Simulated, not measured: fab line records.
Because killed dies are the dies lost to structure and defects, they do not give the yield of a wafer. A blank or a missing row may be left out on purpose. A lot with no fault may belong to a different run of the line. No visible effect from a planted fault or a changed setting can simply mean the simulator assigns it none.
Lot-split experiment	flow n5_finfet	route with 1938 steps; 7 lots, 21 wafers read

== ON THE SPLIT ==
At N5_BEOL_M3_COAT_22 (resist thk 30 nm), the setting spin_rpm was moved away from the recipe's 1500 rpm on 4 of the 21 wafers read, by -9.9% to +5.3%. This setting was run at the recipe's value on the other wafers.

== FROM THE SPLIT TO THE READING: what the file shows between them, 2 steps ==
- N5_BEOL_M3_EBR_24
- N5_BEOL_M3_SOFTBAKE_23: time 60 s

== THE READING ==
CAR-EUV_of_BEOL_M3_COAT_22.thk_nm (the simulator's own value, which no gauge read), in nm, at N5_BEOL_M3_DESCUM_33 (chemistry O2, time 7 s). The file gives no usual value for it. The 17 wafers here that ran the recipe average 26.0 nm, standard deviation 0.083 nm.

wafer	tool, chamber at the split	spin_rpm as run, rpm	against the recipe	CAR-EUV_of_BEOL_M3_COAT_22.thk_nm, nm	against lot-mates on the recipe
L075.1	litho_track-01, 0	1500	recipe	26	-
L075.3	litho_track-01, 0	1500	recipe	26	-
L075.4	litho_track-01, 0	1500	recipe	26	-
L077.2	litho_track-05, 0	1500	recipe	26	-
L077.3	litho_track-05, 0	1500	recipe	26	-
L077.6	litho_track-05, 0	1500	recipe	26	-
L078.2	litho_track-01, 0	1500	recipe	26	-
L078.4	litho_track-01, 0	1351	-9.9%	27.4	+1.4
L078.5	litho_track-01, 0	1351	-9.9%	27.4	+1.4
L082.2	litho_track-01, 0	1580	+5.3%	25.2	-1.0
L082.4	litho_track-01, 0	1580	+5.3%	25	-1.2
L082.6	litho_track-01, 0	1500	recipe	26.2	-
L084.1	litho_track-05, 0	1500	recipe	26	-
L084.3	litho_track-05, 0	1500	recipe	26	-
L084.6	litho_track-05, 0	1500	recipe	25.8	-
L091.1	litho_track-01, 0	1500	recipe	26	-
L091.2	litho_track-01, 0	1500	recipe	26	-
L091.3	litho_track-01, 0	1500	recipe	26	-
L095.3	litho_track-02, 0	1500	recipe	26	-
L095.6	litho_track-02, 0	1500	recipe	26	-
L095.5	litho_track-02, 0	1500	recipe	25.8	-

THE FIT
A straight line over all 21 wafers: CAR-EUV_of_BEOL_M3_COAT_22.thk_nm changes by -0.148 nm for each +1% of spin_rpm; r = -0.99; the points scatter about the line by 0.092 nm.
The same after taking each lot's own level away (the mean of its wafers on the recipe; 21 wafers): -0.157 nm for each +1%; r = -0.98; scatter 0.11 nm.
Per that fit: largest spin_rpm move, reading shift of 1.6 nm.
Across the lots, their own levels run from 25.93 to 26.20 nm, a range of 3.2 times the standard deviation given above.
The two slopes are in agreement: the lot-to-lot level therefore moves the slope only a little.
Check: for one of the wafers moved furthest among these (-9.9%), held out of the fit, the line's prediction against its lot-mates is +1.6 nm. It came out at +1.4 nm against them.

== THE WHOLE CHAIN: every reading that the file lists as answering this split, in the file's order ==
step	what it does	reading	change (the file's fit)	r (the file's)
N5_BEOL_M3_COAT_22	resist thk 30 nm	CAR-EUV_of_BEOL_M3_COAT_22.thk_nm (the simulator's own value, which no gauge read)	-0.166 nm for each +1% of the setting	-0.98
N5_BEOL_M3_DESCUM_33	chemistry O2, time 7 s	CAR-EUV_of_BEOL_M3_COAT_22.thk_nm (the simulator's own value, which no gauge read)	-0.156 nm for each +1% of the setting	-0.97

== FILE'S OWN FIT ==
CAR-EUV_of_BEOL_M3_COAT_22.thk_nm changes by -0.156 nm for each +1% of spin_rpm, r = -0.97.
